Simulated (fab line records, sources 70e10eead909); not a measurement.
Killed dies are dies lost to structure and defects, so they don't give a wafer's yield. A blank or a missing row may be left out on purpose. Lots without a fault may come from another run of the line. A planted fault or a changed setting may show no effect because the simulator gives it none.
Which tool did it? | flow nand_harc | 14 lots, 42 wafers sampled, at 1 step of a route of 1159

WHAT THE GAUGES READ, wafer by wafer
NHARC_A_M0_INSPECT_11. Usual: raw_defect_count 26, standard deviation 12.
lot  | measured     | on                | raw_defect_count | flag
L118 | day 17 23:11 | defect_inspect-02 | 23 21 28         |
L117 | day 18 02:19 | defect_inspect-01 | 17 24 21         |
L119 | day 18 03:40 | defect_inspect-01 | 29 34 38         |
L122 | day 18 06:56 | defect_inspect-01 | 21 25 29         |
L120 | day 18 13:29 | defect_inspect-02 | 12 12 13         |
L121 | day 18 18:01 | defect_inspect-01 | 44 44 38         |
L116 | day 19 02:07 | defect_inspect-02 | 12 14 13         |
L123 | day 19 07:30 | defect_inspect-01 | 17 14 14         |
L125 | day 19 19:26 | defect_inspect-02 | 59 40 46         |
L127 | day 19 19:50 | defect_inspect-01 | 15 9 18          |
L126 | day 20 16:50 | defect_inspect-02 | 52 40 35         |
L129 | day 20 22:30 | defect_inspect-01 | 42 41 36         |
L131 | day 21 15:43 | defect_inspect-02 | 30 31 27         |
L132 | day 21 23:56 | defect_inspect-01 | 14 14 12         |

WHICH TOOL RAN EACH LOT (tool, then ch and the chambers of the sampled wafers, then the start)
The record holds no process step before these readings.

WHAT THE TOOLS THEMSELVES READ (means of the sampled wafers that have a number; where no wafer has one, the mark that the record gives instead)
The record holds no such reading with a usual standard deviation.

THE ANSWER, worked out from the rows above alone
Rule: a lot is off if the mean of its wafers that have a number lies more than 3 standard deviations from the usual mean. A lot without any number at a reading at which 4 lots or more have one is off too. The other lots that the step has rows for count as sound. The gauges are gone through in route order, then the tools' own readings, and for those a lot's mean is taken as printed above. The first step at which some lot is off is used, and at that step the reading that is off furthest; a lot without a number counts as furthest.
No lot is off at any reading shown: from this, nothing can be told.

WHAT THE SIMULATOR HAD PUT IN
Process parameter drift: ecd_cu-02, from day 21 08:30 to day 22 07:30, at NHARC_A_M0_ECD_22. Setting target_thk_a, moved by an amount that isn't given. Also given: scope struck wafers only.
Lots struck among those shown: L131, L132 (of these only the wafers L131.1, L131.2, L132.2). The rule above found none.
